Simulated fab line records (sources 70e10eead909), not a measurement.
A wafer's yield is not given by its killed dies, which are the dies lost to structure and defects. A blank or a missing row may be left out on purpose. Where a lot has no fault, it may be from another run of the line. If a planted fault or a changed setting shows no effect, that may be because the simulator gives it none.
fab line records ; flow nand-harc
record: lots: 6; wafers: 18; last-day: 32
route steps=1302 shown A_M0@1147 A_M1@1169 END@1302
lots that met no fault: from a run of the same line without faults
start-h: hours from the record's opening day to when the first of the lot's shown wafers began ; wait-h: hours since the lot's step before ; " identical to the entry in the row above ; L1.1+2: a single row standing in for several wafers ; - no value, or no start given ; * or withheld: withheld ; < > ~ a bound
route shown NAME@n: names a module that has steps shown in the file, with the first one's number in the route ; usual: mean/standard deviation taken from wafers without a fault ; same: alike in all rows ; chamber/n: place in a boat ; sites: per-site readings ; _std_site: standard deviation of those values ; _edge_site: inner sites' mean taken away from outer sites' mean ; radius-mm: how far each site lies from the wafer's centre ; mask NAME#n: copy n ; behind: the tool/chamber that last shaped the wafer ; hold: cause of the lot's hold/its duration in hours/its outcome ; device: transistor that didn't switch, given as n, p or np ; end of line: the route-end tests of the same wafers ; a step given without rows: its recipe and nothing more ; killed: dies that structure and defects cost at the first sort, which is not the same as the wafer's yield ; map: a wafer's dies, x killed, . not, _ none there
set.NAME: the run value of the setting; set.NAME@STEP: its run value at that earlier step ; model.NAME: the simulator's own value behind a step, which no gauge read
a table for each step, a row for each wafer; lots at some steps of the route
services: when a tool's chamber went out of use (start-h, in hours from the record's first day, below 0 if earlier), for how many hours, and the reason
== steps ==
step: NHARC_A_M0_CD_MEAS_09
recipe: target-cd-nm: 80; landing-energy-ev: 500
usual: cd-nm: 79.9/0.55
lot.wafer;tool;chamber;start-h;wait-h;cd-nm
L280.1;cd-sem-03;0;562.30;-;79.5
L280.3;cd-sem-03;0;562.30;-;79.6
L280.5;cd-sem-03;0;562.30;-;79.6
L282.1;cd-sem-03;0;564.55;-;79.7
L282.3;cd-sem-03;0;564.55;-;79.7
L282.4;cd-sem-03;0;564.55;-;79.3
L290.1;cd-sem-02;0;655.38;-;80.2
L290.2;cd-sem-02;0;655.38;-;80.1
L290.5;cd-sem-02;0;655.38;-;80.7
L291.1;cd-sem-03;0;655.81;-;80.0
L291.4;cd-sem-03;0;655.81;-;80.6
L291.5;cd-sem-03;0;655.81;-;80.1
L296.2;cd-sem-02;0;697.63;-;80.4
L296.3;cd-sem-02;0;697.63;-;79.1
L296.4;cd-sem-02;0;697.63;-;80.0
L297.2;cd-sem-01;0;714.03;-;80.6
L297.4;cd-sem-01;0;714.03;-;80.0
L297.5;cd-sem-01;0;714.03;-;80.5
step: NHARC_A_M0_OVL_MEAS_10
recipe: pitch-nm: 160
usual: overlay-x-nm: 0.1/0.84; overlay-y-nm: -0.1/1.2
lot.wafer;tool;chamber;start-h;wait-h;overlay-x-nm;overlay-y-nm
L280.1;overlay-02;-;562.39;-;-1.0;-1.1
L280.3;overlay-02;-;562.39;-;-0.8;-0.4
L280.5;overlay-02;-;562.39;-;-1.0;-0.5
L282.1;overlay-02;-;564.63;-;-0.1;-1.0
L282.3;overlay-02;-;564.63;-;-0.2;-0.5
L282.4;overlay-02;-;564.63;-;-0.4;-0.8
L290.1;overlay-01;-;655.47;-;-0.2;-2.0
L290.2;overlay-01;-;655.47;-;0.0;-1.6
L290.5;overlay-01;-;655.47;-;-0.2;-1.5
L291.1;overlay-02;-;655.90;-;0.0;-1.2
L291.4;overlay-02;-;655.90;-;0.5;-1.2
L291.5;overlay-02;-;655.90;-;0.1;-0.4
L296.2;overlay-01;-;697.72;-;0.7;-0.1
L296.3;overlay-01;-;697.72;-;0.8;-0.1
L296.4;overlay-01;-;697.72;-;1.0;0.4
L297.2;overlay-01;-;714.11;-;-0.8;0.0
L297.4;overlay-01;-;714.11;-;-0.6;0.2
L297.5;overlay-01;-;714.11;-;-0.6;0.7
step: NHARC_A_M0_INSPECT_11
usual: raw-defect-count: 85/37
lot.wafer;tool;chamber;start-h;wait-h;raw-defect-count
L280.1;defect-inspect-02;-;562.42;0.0;55
L280.3;defect-inspect-02;-;562.42;0.0;60
L280.5;defect-inspect-02;-;562.42;0.0;66
L282.1;defect-inspect-01;-;564.67;0.0;57
L282.3;defect-inspect-01;-;564.67;0.0;70
L282.4;defect-inspect-01;-;564.67;0.0;59
L290.1;defect-inspect-02;-;655.50;0.0;92
L290.2;defect-inspect-02;-;655.50;0.0;90
L290.5;defect-inspect-02;-;655.50;0.0;93
L291.1;defect-inspect-01;-;655.94;0.0;71
L291.4;defect-inspect-01;-;655.94;0.0;67
L291.5;defect-inspect-01;-;655.94;0.0;78
L296.2;defect-inspect-01;-;697.75;0.0;106
L296.3;defect-inspect-01;-;697.75;0.0;91
L296.4;defect-inspect-01;-;697.75;0.0;108
L297.2;defect-inspect-01;-;714.15;0.0;74
L297.4;defect-inspect-01;-;714.15;0.0;57
L297.5;defect-inspect-01;-;714.15;0.0;66
step: NHARC_A_M0_DESCUM_14
recipe: time-s: 3; o2-flow-sccm: 200; ar-flow-sccm: 0; bias-power-w: 0; chemistry: O2
step: NHARC_A_M0_ETCH_34
recipe: target-depth-a: 400; overetch-a: 120; time-s: 43.94; ion-energy-ev: 200; n2-flow-sccm: 150; h2-flow-sccm: 150; ar-flow-sccm: 0; rf-w: 400; bias-w: 150; chemistry: N2/H2
step: NHARC_A_M0_ETCH_15
recipe: target-depth-a: 1500; overetch-a: 150; time-s: 82.5; c4f8-flow-sccm: withheld; ar-flow-sccm: 400; rf-w: 600; bias-w: 300; chemistry: C4F8/Ar
usual: oes-product-au: 0.952/0.023; rf-vpp-V: 441.2/2.7
same: time-s: 82.5
lot.wafer;tool;chamber;start-h;wait-h;oes-product-au;rf-hours-counter-h;rf-vpp-V
L280.3;rie-diel-08;3;-;-;0.969;0.7;441.2
L280.1;rie-diel-08;1;-;-;0.967;0.7;443.4
L280.5;rie-diel-08;3;-;-;0.970;-;442.9
L282.4;rie-diel-08;0;-;-;0.984;0.7;441.6
L282.1;rie-diel-08;2;-;-;0.972;0.2;444.1
L282.3;rie-diel-08;3;-;-;0.971;0.7;441.7
L290.2;rie-diel-02;0;-;-;0.919;4.9;439.6
L290.1;rie-diel-02;3;-;-;0.943;5.3;443.5
L290.5;rie-diel-02;0;-;-;0.909;-;438.2
L291.1;rie-diel-02;3;-;-;0.964;5.3;445.0
L291.4;rie-diel-02;2;-;-;0.950;4.4;434.7
L291.5;rie-diel-02;3;-;-;0.963;-;444.3
L296.3;rie-diel-08;2;-;-;0.921;7.1;446.1
L296.4;rie-diel-08;3;-;-;0.919;7.6;441.0
L296.2;rie-diel-08;0;-;-;0.909;8.0;439.6
L297.2;rie-diel-09;0;-;-;0.959;2.1;438.7
L297.4;rie-diel-09;1;-;-;0.966;1.8;444.7
L297.5;rie-diel-09;1;-;-;0.968;-;442.2
step: NHARC_A_M0_CD_MEAS_16
usual: cd-nm: 79.9/0.9
lot.wafer;tool;chamber;start-h;wait-h;cd-nm
L280.1;cd-sem-03;-;562.78;-;78.3
L280.3;cd-sem-03;-;562.78;-;79.3
L280.5;cd-sem-03;-;562.78;-;79.3
L282.1;cd-sem-02;-;565.03;-;78.4
L282.3;cd-sem-02;-;565.03;-;80.3
L282.4;cd-sem-02;-;565.03;-;79.3
L290.1;cd-sem-03;-;655.86;-;80.8
L290.2;cd-sem-03;-;655.86;-;79.2
L290.5;cd-sem-03;-;655.86;-;80.3
L291.1;cd-sem-03;-;656.30;-;80.6
L291.4;cd-sem-03;-;656.30;-;80.3
L291.5;cd-sem-03;-;656.30;-;80.0
L296.2;cd-sem-02;-;698.12;-;80.1
L296.3;cd-sem-02;-;698.12;-;78.2
L296.4;cd-sem-02;-;698.12;-;81.5
L297.2;cd-sem-01;-;714.52;-;79.2
L297.4;cd-sem-01;-;714.52;-;80.4
L297.5;cd-sem-01;-;714.52;-;80.3
step: NHARC_A_M0_STRIP_18
recipe: power-w: 1000; n2-flow-sccm: 150; h2-flow-sccm: 150; ar-flow-sccm: 0; bias-w: 0; chemistry: N2/H2
step: NHARC_A_M0_STRIP_19
recipe: time-s: 600; temp-c: 30; chemistry: post-etch-residue-remover
step: NHARC_A_M0_DEGAS_28
recipe: temp-c: 250; time-s: 60
step: NHARC_A_M0_PRE_CLEAN_29
recipe: time-s: 30; temp-c: 280; gas: H2/He
step: NHARC_A_M0_PVD_20
recipe: target-thk-a: 50; bias-v: 168.6; power-w: 15000; chamber-pressure-pa: 0.12; time-s: 8.06; substrate-temp-c: 50; material: TaN
usual: throttle-valve-pct: 29.3/1
same: time-s: 8.06
lot.wafer;tool;chamber;start-h;wait-h;throttle-valve-pct
L280.1;pvd-sputter-02;-;-;-;28.9
L280.3;pvd-sputter-02;-;-;-;30.4
L280.5;pvd-sputter-02;-;-;-;29.9
L282.1;pvd-sputter-03;-;-;-;28.2
L282.3;pvd-sputter-03;-;-;-;30.9
L282.4;pvd-sputter-03;-;-;-;29.6
L290.1;pvd-sputter-03;-;-;-;28.1
L290.2;pvd-sputter-03;-;-;-;31.0
L290.5;pvd-sputter-03;-;-;-;28.1
L291.4;pvd-sputter-03;-;-;-;30.6
L291.1;pvd-sputter-03;-;-;-;29.4
L291.5;pvd-sputter-03;-;-;-;30.8
L296.2;pvd-sputter-02;-;-;-;29.5
L296.3;pvd-sputter-02;-;-;-;28.9
L296.4;pvd-sputter-02;-;-;-;28.7
L297.2;pvd-sputter-02;-;-;-;28.7
L297.4;pvd-sputter-02;-;-;-;29.1
L297.5;pvd-sputter-02;-;-;-;29.0
step: NHARC_A_M0_PVD_21
recipe: target-thk-a: 300; chamber-pressure-pa: 5; power-w: 5000; substrate-temp-c: 30; time-s: 20.49; material: Cu
usual: throttle-valve-pct: 29.3/0.97
same: time-s: 20.49
lot.wafer;tool;chamber;start-h;wait-h;throttle-valve-pct
L280.3;pvd-sputter-02;-;563.64;-;28.8
L280.1;pvd-sputter-02;-;563.64;-;29.4
L280.5;pvd-sputter-02;-;563.64;-;30.4
L282.4;pvd-sputter-03;-;565.88;-;28.2
L282.3;pvd-sputter-03;-;565.88;-;29.4
L282.1;pvd-sputter-03;-;565.88;-;31.3
L290.1;pvd-sputter-03;-;656.73;-;29.6
L290.2;pvd-sputter-03;-;656.73;-;28.0
L290.5;pvd-sputter-03;-;656.73;-;28.2
L291.1;pvd-sputter-03;-;657.16;-;31.0
L291.4;pvd-sputter-03;-;657.16;-;29.6
L291.5;pvd-sputter-03;-;657.16;-;28.1
L296.2;pvd-sputter-02;-;698.97;-;29.0
L296.3;pvd-sputter-02;-;698.97;-;28.9
L296.4;pvd-sputter-02;-;698.97;-;28.7
L297.2;pvd-sputter-02;-;715.42;-;29.3
L297.4;pvd-sputter-02;-;715.42;-;29.2
L297.5;pvd-sputter-02;-;715.42;-;29.5
step: NHARC_A_M0_ECD_22
recipe: target-thk-a: 4000; bath-temp-c: 25; material: Cu
step: NHARC_A_M0_ANNEAL_30
recipe: temp-c: 225; time-s: 90
usual: wafer_temp_C_max: 225.8/0.32
same: time-s: 90
lot.wafer;tool;chamber;start-h;wait-h;wafer_temp_C_max
L280.1;rtp-anneal-01;0;564.17;0.3;225.6
L280.3;rtp-anneal-01;0;564.17;0.3;225.8
L280.5;rtp-anneal-01;0;564.17;0.3;225.6
L282.1;rtp-anneal-01;0;566.39;0.3;225.6
L282.3;rtp-anneal-01;0;566.39;0.3;225.6
L282.4;rtp-anneal-01;0;566.39;0.3;225.8
L290.1;rtp-anneal-01;0;657.22;-;225.4
L290.2;rtp-anneal-01;0;657.22;-;225.6
L290.5;rtp-anneal-01;0;657.22;-;225.7
L291.1;rtp-anneal-02;0;657.69;0.3;226.2
L291.4;rtp-anneal-02;0;657.69;0.3;226.3
L291.5;rtp-anneal-02;0;657.69;0.3;226.1
L296.2;rtp-anneal-01;0;699.53;0.3;225.6
L296.3;rtp-anneal-01;0;699.53;0.3;225.7
L296.4;rtp-anneal-01;0;699.53;0.3;225.7
L297.2;rtp-anneal-01;0;715.97;-;225.3
L297.4;rtp-anneal-01;0;715.97;-;225.6
L297.5;rtp-anneal-01;0;715.97;-;225.5
step: NHARC_A_M0_CMP_23
recipe: t-overpolish-s: 20; target-thk-nm: 113.75
usual: motor-current-A: 11.6/0.96; slurry-filter-dp-kPa: 13.49/0.15; time-to-endpoint-s: 29.3/2.6
lot.wafer;tool;chamber;start-h;wait-h;motor-current-A;slurry-filter-dp-kPa;time-to-endpoint-s
L280.1;cmp-03;2;564.56;-;11.7;13.45;25.6
L280.3;cmp-03;3;564.56;-;11.5;13.43;27.2
L280.5;cmp-03;1;564.56;-;11.0;13.63;26.5
L282.4;cmp-03;2;566.77;-;11.5;13.24;24.9
L282.3;cmp-03;3;566.77;-;11.4;13.49;25.6
L282.1;cmp-03;0;566.77;-;12.0;13.53;26.6
L290.1;cmp-01;3;657.60;-;11.5;13.37;28.0
L290.2;cmp-01;1;657.60;-;11.2;13.58;30.9
L290.5;cmp-01;2;657.60;-;11.3;13.40;32.5
L291.1;cmp-01;3;658.04;-;12.4;13.40;30.7
L291.4;cmp-01;1;658.04;-;10.9;13.25;29.7
L291.5;cmp-01;3;658.04;-;11.5;13.26;29.5
L296.3;cmp-01;1;699.82;-;11.3;13.62;28.4
L296.2;cmp-01;2;699.82;-;10.9;13.63;32.6
L296.4;cmp-01;0;699.82;-;11.9;13.41;30.0
L297.2;cmp-01;0;716.30;-;11.8;13.47;26.4
L297.4;cmp-01;1;716.30;-;11.4;13.35;28.0
L297.5;cmp-01;3;716.30;-;11.6;13.62;25.3
step: NHARC_A_M0_SRD_25
step: NHARC_A_M0_PRE_CLEAN_31
recipe: time-s: 12; temp-c: 370; rf-power-w: 300; gas: NH3
step: NHARC_A_M0_DEP_32
recipe: target-thk-a: 300; temp-c: 370; target-thk-nm: 30; pressure-torr: 3; flow-sccm: 200; rf-w: 450; material: SiCN
step: NHARC_A_M1_DEP_00
recipe: target-thk-a: 1825; target-thk-nm: 182.5; temp-c: withheld; pressure-torr: 5; flow-sccm: 200; rf-w: 600; material: SiOC
step: NHARC_A_M1_DEHYDRATE_01
recipe: temp-c: 150; time-s: 120
step: NHARC_A_M1_HMDS_02
recipe: time-s: 30
step: NHARC_A_M1_COAT_34
recipe: temp-c: 200; time-s: 65
step: NHARC_A_M1_COAT_03
recipe: spin-rpm: 1500; resist-thk-nm: 90
step: NHARC_A_M1_SOFTBAKE_04
recipe: temp-c: 105; time-s: 55
step: NHARC_A_M1_EBR_05
step: NHARC_A_M1_EXPOSE_06
recipe: na: 1.35; target-cd-nm: 120; dose-mj: 75.13; mask-id: A_M1
step: NHARC_A_M1_PEB_07
recipe: peb-temp-c: 100; peb-time-s: 65
step: NHARC_A_M1_DEVELOP_08
recipe: develop-time-s: 35; dev-temp-c: 23
step: NHARC_A_M1_CD_MEAS_09
recipe: target-cd-nm: 120; landing-energy-ev: 500
usual: cd-nm: 119.8/0.6
lot.wafer;tool;chamber;start-h;wait-h;cd-nm
L280.1;cd-sem-03;0;566.44;-;119.8
L280.3;cd-sem-03;0;566.44;-;121.1
L280.5;cd-sem-03;0;566.44;-;120.1
L282.1;cd-sem-03;0;568.61;-;119.5
L282.3;cd-sem-03;0;568.61;-;119.7
L282.4;cd-sem-03;0;568.61;-;119.9
L290.1;cd-sem-02;0;659.43;-;118.9
L290.2;cd-sem-02;0;659.43;-;119.6
L290.5;cd-sem-02;0;659.43;-;119.9
L291.1;cd-sem-02;0;659.95;-;120.9
L291.4;cd-sem-02;0;659.95;-;120.8
L291.5;cd-sem-02;0;659.95;-;120.7
L296.2;cd-sem-03;0;701.70;-;120.0
L296.3;cd-sem-03;0;701.70;-;119.6
L296.4;cd-sem-03;0;701.70;-;119.4
L297.2;cd-sem-03;0;718.17;-;120.4
L297.4;cd-sem-03;0;718.17;-;120.0
L297.5;cd-sem-03;0;718.17;-;120.1
step: NHARC_A_M1_OVL_MEAS_10
recipe: pitch-nm: 240
usual: overlay-x-nm: -0.3/0.7; overlay-y-nm: 0.2/0.67
lot.wafer;tool;chamber;start-h;wait-h;overlay-x-nm;overlay-y-nm
L280.1;overlay-02;-;566.53;-;0.0;0.6
L280.3;overlay-02;-;566.53;-;-0.7;0.3
L280.5;overlay-02;-;566.53;-;0.3;0.7
L282.1;overlay-02;-;568.70;-;-1.3;0.1
L282.3;overlay-02;-;568.70;-;-0.8;-0.4
L282.4;overlay-02;-;568.70;-;-0.9;-0.2
L290.1;overlay-02;-;659.52;-;-0.6;1.7
L290.2;overlay-02;-;659.52;-;-1.1;1.5
L290.5;overlay-02;-;659.52;-;-0.7;1.5
L291.1;overlay-02;-;660.04;-;-0.1;1.1
L291.4;overlay-02;-;660.04;-;-0.1;1.1
L291.5;overlay-02;-;660.04;-;-0.4;0.9
L296.2;overlay-02;-;701.78;-;-1.5;-0.8
L296.3;overlay-02;-;701.78;-;-0.7;-0.4
L296.4;overlay-02;-;701.78;-;-0.8;-1.4
L297.2;overlay-01;-;718.26;-;-0.1;0.3
L297.4;overlay-01;-;718.26;-;0.4;-0.3
L297.5;overlay-01;-;718.26;-;0.4;0.2
step: NHARC_A_M1_DESCUM_14
recipe: time-s: 3; o2-flow-sccm: 200; ar-flow-sccm: 0; bias-power-w: 0; chemistry: O2
step: NHARC_A_M1_ETCH_35
recipe: target-depth-a: 400; overetch-a: 120; time-s: 43.94; ion-energy-ev: 200; n2-flow-sccm: 150; h2-flow-sccm: 150; ar-flow-sccm: 0; rf-w: 400; bias-w: 150; chemistry: N2/H2
step: NHARC_A_M1_ETCH_15
recipe: target-depth-a: 1825; time-s: 91.2; c4f8-flow-sccm: withheld; ar-flow-sccm: 400; rf-w: 600; bias-w: 300; chemistry: C4F8/Ar
usual: oes-product-au: 0.949/0.024; rf-vpp-V: 443.2/1.6
same: time-s: 91.2
lot.wafer;tool;chamber;start-h;wait-h;oes-product-au;rf-hours-counter-h;rf-vpp-V
L280.1;rie-diel-05;1;-;-;0.937;3.6;442.5
L280.3;rie-diel-05;2;-;-;0.919;4.1;443.9
L280.5;rie-diel-05;0;-;-;0.910;-;442.8
L282.3;rie-diel-05;1;-;-;1.003;3.7;441.4
L282.4;rie-diel-05;2;-;-;0.969;4.2;443.7
L282.1;rie-diel-05;3;-;-;0.945;4.5;442.9
L290.1;rie-diel-04;1;-;-;0.927;6.4;443.4
L290.2;rie-diel-04;3;-;-;0.920;6.8;443.0
L290.5;rie-diel-04;3;-;-;0.926;-;443.2
L291.4;rie-diel-01;3;-;-;0.929;6.8;442.1
L291.1;rie-diel-01;0;-;-;0.929;7.4;441.8
L291.5;rie-diel-01;1;-;-;0.922;-;439.2
L296.4;rie-diel-01;3;-;-;0.912;7.8;439.1
L296.2;rie-diel-01;1;-;-;0.930;8.8;439.0
L296.3;rie-diel-01;2;-;-;0.932;7.7;439.4
L297.2;rie-diel-04;1;-;-;0.978;0.0;442.9
L297.4;rie-diel-04;0;-;-;0.972;0.0;444.9
L297.5;rie-diel-04;1;-;-;0.984;-;445.4
step: NHARC_A_M1_CD_MEAS_16
usual: cd-nm: 119.5/0.79
lot.wafer;tool;chamber;start-h;wait-h;cd-nm
L280.1;cd-sem-03;-;566.93;-;119.5
L280.3;cd-sem-03;-;566.93;-;121.0
L280.5;cd-sem-03;-;566.93;-;119.6
L282.1;cd-sem-03;-;569.10;-;119.3
L282.3;cd-sem-03;-;569.10;-;119.4
L282.4;cd-sem-03;-;569.10;-;120.0
L290.1;cd-sem-03;-;659.97;-;118.7
L290.2;cd-sem-03;-;659.97;-;118.9
L290.5;cd-sem-03;-;659.97;-;119.6
L291.1;cd-sem-02;-;660.44;-;120.3
L291.4;cd-sem-02;-;660.44;-;119.5
L291.5;cd-sem-02;-;660.44;-;120.5
L296.2;cd-sem-03;-;702.19;-;119.1
L296.3;cd-sem-03;-;702.19;-;118.9
L296.4;cd-sem-03;-;702.19;-;119.6
L297.2;cd-sem-03;-;718.66;-;119.8
L297.4;cd-sem-03;-;718.66;-;118.1
L297.5;cd-sem-03;-;718.66;-;119.0
step: NHARC_A_M1_STRIP_18
recipe: power-w: 1000; n2-flow-sccm: 150; h2-flow-sccm: 150; ar-flow-sccm: 0; bias-w: 0; chemistry: N2/H2
step: NHARC_A_M1_ETCH_28
recipe: target-depth-a: 300; over-etch-frac: 0.3; time-s: 72.99; ion-energy-ev: 150; cf4-flow-sccm: 50; n2-flow-sccm: 100; ar-flow-sccm: 150; rf-w: 300; bias-w: 100; chemistry: CF4/N2
step: NHARC_A_M1_STRIP_19
recipe: time-s: 600; temp-c: 30; chemistry: post-etch-residue-remover
step: NHARC_END_SORT_01
recipe: temp-c: 25
usual: defect-limited-yield: 91.5/2.9; killed-at-array: 53/20; killed-at-other: 1/1.2; killed-at-periphery: 3.7/2.6; killed-dies: 58/20; killed-open: 3.5/1.8; killed-short: 2.4/1.7; sort_bin_2_pct: 3.1/1.3; sort_bin_3_pct: 0.6/0.4; sort_bin_4_pct: 4.9/1.7; sort-n-pass: 619/20; sort-rim-yield-pct: 92/4; sort-yield-pct: 91.5/2.9
same: gross-dies: 677; sort_bin_5_pct[%]: 0; sort_bin_6_pct[%]: 0; sort_bin_7_pct[%]: 0; sort_bin_8_pct[%]: 0; sort-rim-n-gross: 106.00
lot.wafer;tool;chamber;start-h;wait-h;defect-limited-yield[%];killed-at-array;killed-at-other;killed-at-periphery;killed-dies;killed-open;killed-short;sort_bin_2_pct[%];sort_bin_3_pct[%];sort_bin_4_pct[%];sort-n-pass;sort-rim-yield-pct[%];sort-yield-pct[%]
L291.1;prober-01;0;696.56;2.5;95.3;28;1;3;32;0;3;1.9;0.4;2.4;645;92;95.3
L291.4;prober-01;0;698.95;3.4;79.6;136;0;2;138;2;1;7.1;7.2;6.1;539;86;79.6
L290.1;prober-01;0;704.33;2.5;76.5;152;4;3;159;5;0;9.7;6.5;7.2;518;87;76.5
killed by level:class
L291.1 A_SLIT:chamber-film-flake=14 A_CONTACT:chamber-film-flake=6 A_CHANNEL_HOLE_D1:chamber-film-flake=3 P_M2:geometric-particle:short=1 A_CHANNEL_FILL_D2:geometric-particle:short=1 A_BLC:geometric-particle:short=1 P_ZERO_WELL:chamber-film-flake=1 P_GATE:chamber-film-flake=1
L291.4 A_M0:unspecified=98 A_SLIT:chamber-film-flake=29 A_CHANNEL_HOLE_D1:chamber-film-flake=3 A_CONTACT:chamber-film-flake=2 A_BLC:chamber-film-flake=2 P_GATE:geometric-particle:short=1 A_ONON_D2:geometric-particle:open=1 A_BLC:geometric-particle:open=1
L290.1 A_M0:unspecified=103 A_CHANNEL_HOLE_D1:chamber-film-flake=33 A_SLIT:chamber-film-flake=5 A_CHANNEL_HOLE_D2:chamber-film-flake=5 A_WL_FILL:chamber-film-flake=4 THIN_TSV:chamber-film-flake=4 P_CONTACT:geometric-particle:open=1 P_M0:geometric-particle:open=1
map L290.1 (x killed, . not)
____________.____________
_________...x..._________
_______..........._______
______.............______
_____..............._____
____.................____
____.......x...x.....____
___........x.xxx......___
___......x.x.xxxx.....___
__.........xxxxx.x.....__
__.........xxxx........__
_............xxx.x......_
_...........xxxx.x......_
_...........xxxx........_
_..........x...x....x.x._
_....x......xx.x........_
.............x...........
............x............
.....xx.x................
....x.xxxx...............
....xxxxxx...............
_.xxxxxxxx.............._
_..xxxxxxx.x............_
_xxxxxxxxxx............._
_.xxxxxxxxx.x..........._
_.xxxxxxxxxx............_
__xxxxxxxxxx...........__
__xxxxxxxxx.x..........__
___xxxxxxxxx..........___
___xxxxxxxx...........___
____xxxxxx...........____
____.xxx.x...........____
_____xx............._____
______xxx..........______
_______x.........._______
_________......._________
____________.____________
map L291.4 (x killed, . not)
____________.____________
_________......._________
_______..........._______
______.............______
_____...........x..._____
____.................____
____.................____
___...................___
___...................___
__.....................__
__.....................__
_......................._
_......................._
_...................x..._
_......................._
_x......................_
.....x...................
.........................
....x.......x............
....x.xx..x..............
...xxxxxx.x..........x...
_.x.xxxxxx.............._
_..xxxxxxxx.x.....xx...._
_.xxxxxxxxx........xxx.._
_..xxxxxxxxx......xxxxxx_
_.xxxxxxxxxx......xxxx.x_
__.xxxxxxxx......xxxxxx__
__xxxxxxxx.......x.xx.x__
___xxxxxxxx........xxx___
___xxxxxxxx..........x___
____xxx.x........xx..____
____xxxxx............____
_____.x.xx.........._____
______.............______
_______..........._______
_________......._________
____________.____________
== services ==
tool;chamber;start-h;hours;kind
cmp-01;-;540.50;4.1;repair
rie-diel-01;0;541.97;4.3;repair
rie-diel-08;-;544.89;9.0;pm
cmp-03;-;554.11;4.0;pm
rie-diel-01;-;557.99;9.0;pm
rie-diel-02;-;570.70;9.0;pm
pvd-sputter-02;-;572.80;15.3;repair
cmp-03;-;574.87;1.3;repair
cmp-01;-;577.52;4.0;pm
rie-diel-05;-;583.60;9.0;pm
rie-diel-02;2;588.96;2.0;repair
rie-diel-02;2;604.46;4.3;repair
pvd-sputter-02;-;610.30;15.0;repair
cmp-01;-;621.20;0.6;repair
rie-diel-05;3;625.38;7.8;repair
pvd-sputter-03;-;631.29;2.7;repair
pvd-sputter-02;-;638.08;10.0;pm
rie-diel-05;-;650.77;0.2;repair
cmp-03;-;652.11;4.0;pm
rie-diel-04;2;655.70;23.7;repair
rie-diel-02;2;656.46;3.6;repair
rie-diel-02;3;664.67;20.8;repair
cmp-01;-;675.52;4.0;pm
pvd-sputter-03;-;704.01;10.0;pm
== key ==
first-sign: step: NHARC_END_SORT_01; reading: killed-at-array; direction: up; sigmas: 4.6; usual: 53; struck: 144
effect: step: NHARC_END_SORT_01; reading: killed-dies; direction: up; sigmas: 4.6; usual: 58; struck: 148
more-kills-born-at: NHARC_A_M0_PVD_21@pvd-sputter-03: 201
met-at NHARC_A_M0_PVD_21
struck-wafers L290.1,L291.4
onset-between 565.88 656.73
fault: kind: chamber-particle-source; tool: pvd-sputter-03; chamber: -; onset-h: 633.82; steps: NHARC_A_M0_PVD_21; rate-per-visit-cm2: 2.2152; end-h: 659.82; scope: struck-wafers-only
